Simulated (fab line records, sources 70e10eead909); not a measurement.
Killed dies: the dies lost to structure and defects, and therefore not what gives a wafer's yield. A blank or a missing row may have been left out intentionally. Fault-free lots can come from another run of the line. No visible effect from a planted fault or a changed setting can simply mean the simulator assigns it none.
Matching of chambers | flow nand harc | NHARC_P_CONTACT_CMP_01 on cmp-01: 4 sister chambers
The step polishes SiO2, target thk 200 nm. 16 wafers are shown with their chamber, then 8 later ones without.

WAFERS, EACH WITH ITS CHAMBER
wafer  | chamber | motor current A (A) | slurry filter dp kPa (kPa)
L075.1 | 3       | 13.2                | 13.52
L075.4 | 0       | 13.3                | 13.74
L075.6 | 1       | 12.5                | 13.63
L076.2 | 1       | 12.9                | 13.48
L076.3 | 3       | 13.1                | 13.29
L076.4 | 0       | 12.2                | 13.38
L077.1 | 3       | 13.0                | 13.65
L077.2 | 0       | 12.7                | 13.38
L077.3 | 2       | 11.2                | 13.42
L078.1 | 3       | 13.8                | 13.62
L078.2 | 2       | 10.7                | 13.41
L078.6 | 0       | 12.8                | 13.48
L084.1 | 1       | 13.3                | 13.60
L084.4 | 2       | 10.7                | 13.61
L084.6 | 1       | 12.9                | 13.48
L083.1 | 0       | 12.6                | 13.49

SIGNATURES (averages over the wafers above)
reading              | chamber 0 | chamber 1 | chamber 2 | chamber 3 | scatter within a chamber
motor current A      | 12.720    | 12.900    | 10.867    | 13.275    | 0.354
slurry filter dp kPa | 13.4940   | 13.5475   | 13.4800   | 13.5200   | 0.132
Rule: a wafer lies at a distance from a chamber equal to the root of the sum of squares, over the readings, of (its reading less the chamber's mean, divided by the reading's scatter). The wafer belongs to the nearest chamber; if the next one is less than 2 further off, it can't be placed. How the scatter is found: for the shown wafers, subtract from each reading the mean of its chamber, square and add these, divide the total by (wafers less chambers), then take the root.

WAFERS WITH NO CHAMBER GIVEN
wafer  | motor current A (A) | slurry filter dp kPa (kPa)
L083.2 | 10.6                | 13.34
L083.4 | 13.4                | 13.33
L094.1 | 10.7                | 13.73
L094.3 | 12.5                | 13.40
L094.6 | 12.9                | 13.52
L096.1 | 12.9                | 13.62
L096.4 | 13.0                | 13.37
L096.6 | 13.2                | 13.55

CHAMBER TAKEN BY EACH
wafer  | from the rows above          | in truth
L083.2 | 2                            | 2
L083.4 | can't be placed: 3 or 1 or 0 | 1
L094.1 | 2                            | 2
L094.3 | can't be placed: 0 or 1 or 3 | 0
L094.6 | can't be placed: 1 or 0 or 3 | 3
L096.1 | can't be placed: 1 or 0 or 3 | 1
L096.4 | can't be placed: 0 or 1 or 3 | 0
L096.6 | can't be placed: 3 or 1 or 0 | 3
Placed correctly: 2 of 8. These rows do not allow placing 6 (true chamber among the candidates in 6). Number placed wrongly: 0.
